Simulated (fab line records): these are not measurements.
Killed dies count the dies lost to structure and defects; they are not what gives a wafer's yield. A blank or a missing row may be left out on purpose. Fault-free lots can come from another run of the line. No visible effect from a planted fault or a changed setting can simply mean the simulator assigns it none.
Split-lot trial | flow n5 finfet | on a route of 1938 steps: 7 lots, 21 wafers read

== SPLIT DETAILS ==
At N5_BEOL_M11_ILD_DEP_00 (deposits SiCOH lowk from DEMS/porogen, target thk 308.51 nm, time 58 s), the setting time s was moved away from the recipe's 58 s on 3 of the 21 wafers read, by +6.6% to +14.8%. The other wafers ran this setting at the recipe's value.

== BETWEEN THE SPLIT AND THE READING: the file shows 1 step in between ==
- N5_BEOL_M11_CURE_71: cures SiCOH lowk, time 240 s

== THE READING ==
M11_ILD_THK (nm), taken at N5_BEOL_M11_THK_MEAS_01. Typical for fault-free wafers on this fab line: 268 nm, with standard deviation 3.5 nm.

wafer  | tool, chamber at the split | time s as run, s | against the recipe | M11_ILD_THK, nm | against lot-mates on the recipe
L075.1 | pecvd-01, 2                | 58               | recipe             | 264             | -
L075.2 | pecvd-01, 1                | 58               | recipe             | 265             | -
L075.3 | pecvd-01, 0                | 58               | recipe             | 263             | -
L074.1 | pecvd-04, 0                | 58               | recipe             | 265             | -
L074.2 | pecvd-04, 2                | 58               | recipe             | 269             | -
L074.5 | pecvd-04, 0                | 58               | recipe             | 270             | -
L077.1 | pecvd-03, 2                | 58               | recipe             | 271             | -
L077.3 | pecvd-03, 0                | 58               | recipe             | 270             | -
L077.5 | pecvd-03, 2                | 58               | recipe             | 275             | -
L080.1 | pecvd-01, 1                | 58               | recipe             | 267             | -
L080.2 | pecvd-01, 0                | 58               | recipe             | 268             | -
L080.6 | pecvd-01, 2                | 58               | recipe             | 268             | -
L088.1 | pecvd-01, 1                | 58               | recipe             | 264             | -
L088.2 | pecvd-01, 2                | 58               | recipe             | 262             | -
L088.4 | pecvd-01, 2                | 66.56            | +14.8%             | 306             | +43
L092.1 | pecvd-04, 2                | 58               | recipe             | 265             | -
L092.2 | pecvd-04, 0                | 58               | recipe             | 266             | -
L092.3 | pecvd-04, 1                | 58               | recipe             | 268             | -
L093.1 | pecvd-03, 2                | 61.83            | +6.6%              | 281             | +20
L093.2 | pecvd-03, 1                | 58               | recipe             | 261             | -
L093.5 | pecvd-03, 1                | 61.83            | +6.6%              | 284             | +23

THE FIT
A straight line over all 21 wafers: M11_ILD_THK changes by +2.59 nm for each +1% of time s; r = +0.94; the points scatter about the line by 3.4 nm.
The same after taking each lot's own level away (the mean of its wafers on the recipe; 21 wafers): +3 nm for each +1%; r = +0.99; scatter 1.6 nm.
That fit puts the effect of the largest move of time s on the reading at 44 nm.
Measured against the standard deviation above, the lots' own levels, which go from 261.0 to 272.0 nm, span 3.1 times it.
Hence the slope depends on the lot-to-lot level, as the two fits are not the same.
Check: +48.1 nm against its lot-mates is what the line predicts for one of the wafers moved furthest among these (+14.8%) when that wafer is left out of the fit. Against them it came out at +43 nm.

== THE WHOLE CHAIN: every reading that the file lists as answering this split, in the file's order ==
step                    | what it does                                                           | reading                                                                                   | change (the file's fit)              | r (the file's)
N5_BEOL_M11_ILD_DEP_00  | deposits SiCOH lowk from DEMS/porogen, target thk 308.51 nm, time 58 s | SiCOH_lowk_of_BEOL_M11_ILD_DEP_00.thk nm (the simulator's own value, which no gauge read) | +3.39 nm for each +1% of the setting | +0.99
N5_BEOL_M11_CURE_71     | cures SiCOH lowk, time 240 s                                           | SiCOH_lowk_of_BEOL_M11_ILD_DEP_00.thk nm (the simulator's own value, which no gauge read) | +3 nm for each +1% of the setting    | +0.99
N5_BEOL_M11_THK_MEAS_01 |                                                                        | M11_ILD_THK                                                                               | +3 for each +1% of the setting       | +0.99

== THE FILE'S OWN FIT ==
M11_ILD_THK changes by +3 nm for each +1% of time s, r = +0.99.
